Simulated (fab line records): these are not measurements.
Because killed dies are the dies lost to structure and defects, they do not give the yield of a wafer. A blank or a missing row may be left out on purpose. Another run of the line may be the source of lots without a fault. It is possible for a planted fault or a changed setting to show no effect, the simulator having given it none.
Which tool is to blame? ; flow nand harc ; 42 wafers from 14 lots sampled at 5 of the route's 1159 steps

## WHAT THE GAUGES SHOWED, per wafer
NHARC_P_BONDPAD_THK_MEAS_20: measures by xrf. Usual: 161.2 nm for thk nm, sd 1.3.
lot;measured;on;thk nm (nm);flag
L415;day 7 03:28;film metro-02;161.0 161.6 161.4;
L414;day 7 08:18;film metro-01;161.7 162.0 161.4;
L413;day 7 10:48;film metro-01;160.0 161.9 161.2;
L417;day 7 17:17;film metro-02;159.0 160.6 161.1;
L420;day 8 04:58;film metro-01;161.2 161.5 160.4;
L419;day 8 06:06;film metro-02;162.1 160.6 159.1;
L422;day 8 17:14;film metro-02;161.8 159.6 161.7;
L421;day 8 19:14;film metro-02;161.6 161.3 162.3;
L424;day 9 21:16;film metro-02;160.5 161.6 160.2;
L427;day 10 03:38;film metro-01;165.1 162.4 162.8;
L430;day 10 18:06;film metro-02;161.8 160.5 162.5;
L429;day 10 19:35;film metro-02;159.7 158.3 160.5;
L434;day 12 02:42;film metro-02;161.7 161.5 159.7;
L435;day 12 03:42;film metro-01;161.5 160.9 161.4;

NHARC_A_ONON_D1_THK_MEAS_11: measures by ellipsometry. Usual: 1000 nm for thk nm, sd 9.6.
lot;measured;on;thk nm (nm);flag
L415;day 8 05:20;film metro-02;1002 1003 1001;
L414;day 8 10:38;film metro-01;982 981 982;
L413;day 8 10:39;film metro-02;991 992 991;
L417;day 8 22:04;film metro-02;1003 999 1001;
L420;day 9 09:32;film metro-02;1002 1003 1002;
L419;day 9 09:49;film metro-01;989 987 988;
L422;day 9 21:05;film metro-01;997 993 997;
L421;day 9 20:59;film metro-02;1014 1014 1011;
L424;day 10 23:03;film metro-02;997 997 996;
L427;day 11 05:44;film metro-01;1012 1012 1011;
L430;day 11 19:41;film metro-02;749 997 1000;OFF
L429;day 11 19:43;film metro-02;998 997 998;
L434;day 13 06:19;film metro-01;1015 770 1017;OFF
L435;day 13 06:25;film metro-02;1002 1003 1003;

NHARC_END_SORT_01. Usual: killed at array 27, standard deviation 11; killed at other 0.7, standard deviation 0.93; killed at periphery 2.9, standard deviation 1.9; killed dies 30, standard deviation 11; killed open 3.1, standard deviation 1.7; killed short 1.9, standard deviation 1.3.
lot;measured;on;killed at array;killed at other;killed at periphery;killed dies;killed open;killed short;flag
L430;day 24 06:10;prober-01;676 15 12;0 0 0;1 4 4;677 19 16;0 4 6;2 1 3;OFF
L434;day 25 23:37;prober-02;37 674 37;0 0 0;3 3 6;40 677 43;1 4 3;3 1 2;OFF

## WHICH TOOL RAN EACH LOT (tool, then ch and the chambers of the sampled wafers, then the start)
lot;NHARC_P_BONDPAD_ANNEAL_28;NHARC_A_ONON_D1_DEP_09
L415;rtp anneal-01 ch 0, day 7 02:55;pecvd onon-02 ch 0, day 8 04:56
L414;rtp anneal-01 ch 0, day 7 07:38;pecvd onon-03 ch 0, day 8 10:08
L413;rtp anneal-02 ch 0, day 7 10:11;pecvd onon-02 ch 0, day 8 10:12
L417;rtp anneal-02 ch 0, day 7 16:40;pecvd onon-04 ch 0, day 8 21:36
L420;rtp anneal-01 ch 0, day 8 04:20;pecvd onon-04 ch 0, day 9 09:05
L419;rtp anneal-02 ch 0, day 8 05:26;pecvd onon-03 ch 0, day 9 09:18
L422;rtp anneal-01 ch 0, day 8 16:34;pecvd onon-02 ch 0, day 9 20:34
L421;rtp anneal-01 ch 0, day 8 18:38;pecvd onon-03 ch 0, day 9 20:32
L424;rtp anneal-02 ch 0, day 9 20:35;pecvd onon-03 ch 0, day 10 22:32
L427;rtp anneal-02 ch 0, day 10 02:58;pecvd onon-02 ch 0, day 11 05:13
L430;rtp anneal-01 ch 0, day 10 17:29;pecvd onon-03 ch 0, day 11 19:14
L429;rtp anneal-01 ch 0, day 10 18:58;pecvd onon-02 ch 0, day 11 19:14
L434;rtp anneal-02 ch 0, day 12 02:08;pecvd onon-03 ch 0, day 13 05:53
L435;rtp anneal-01 ch 0, day 12 03:08;pecvd onon-04 ch 0, day 13 06:01
- NHARC_P_BONDPAD_ANNEAL_28: time 90 s.
- NHARC_A_ONON_D1_DEP_09: target thk 1000 nm.

## AS READ BY THE TOOLS THEMSELVES (means over the sampled wafers that have a number; for cases with no such wafer, the mark the record gives instead)
NHARC_P_BONDPAD_ANNEAL_28. Usual: 226.1 for wafer_temp_C_max, sd 0.46.
lot;tool;wafer_temp_C_max;flag
L415;rtp anneal-01;226.4;
L414;rtp anneal-01;226.4;
L413;rtp anneal-02;225.4;
L417;rtp anneal-02;225.7;
L420;rtp anneal-01;226.3;
L419;rtp anneal-02;225.6;
L422;rtp anneal-01;226.2;
L421;rtp anneal-01;226.5;
L424;rtp anneal-02;225.6;
L427;rtp anneal-02;225.6;
L430;rtp anneal-01;226.6;
L429;rtp anneal-01;226.5;
L434;rtp anneal-02;225.5;
L435;rtp anneal-01;226.3;

## THE ANSWER, worked out from the rows above alone
Rule: a lot is off if the mean of its wafers that have a number lies more than 3 standard deviations from the usual mean. A lot without any number at a reading at which 4 lots or more have one is off too. All remaining lots with rows at the step are treated as sound. First the gauges in route order, then the tools' own readings, where a lot's mean is used as printed above. At the first step where some lot is off, the reading lying furthest off is the one used; lots without a number count as furthest.
Off at NHARC_A_ONON_D1_THK_MEAS_11 (thk nm): L430, L434.
If a tool, at a process step before that reading, ran all the lots that are off and no sound lot after the first of them, it fits. Not tried: the gauges at NHARC_A_ONON_D1_THK_MEAS_11; whatever is off there is also off at NHARC_END_SORT_01, on other tools, and gauge error can't account for it. One candidate fits, namely pecvd onon-03 at NHARC_A_ONON_D1_DEP_09. A fault onset in the window from L424 (day 10 22:32, its last sound lot) to L430 (day 11 19:14, its first lot off) fits.

## WHAT THE SIMULATOR HAD PUT IN
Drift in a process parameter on pecvd onon-03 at NHARC_A_ONON_D1_DEP_09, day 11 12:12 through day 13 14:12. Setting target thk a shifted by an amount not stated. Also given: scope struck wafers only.
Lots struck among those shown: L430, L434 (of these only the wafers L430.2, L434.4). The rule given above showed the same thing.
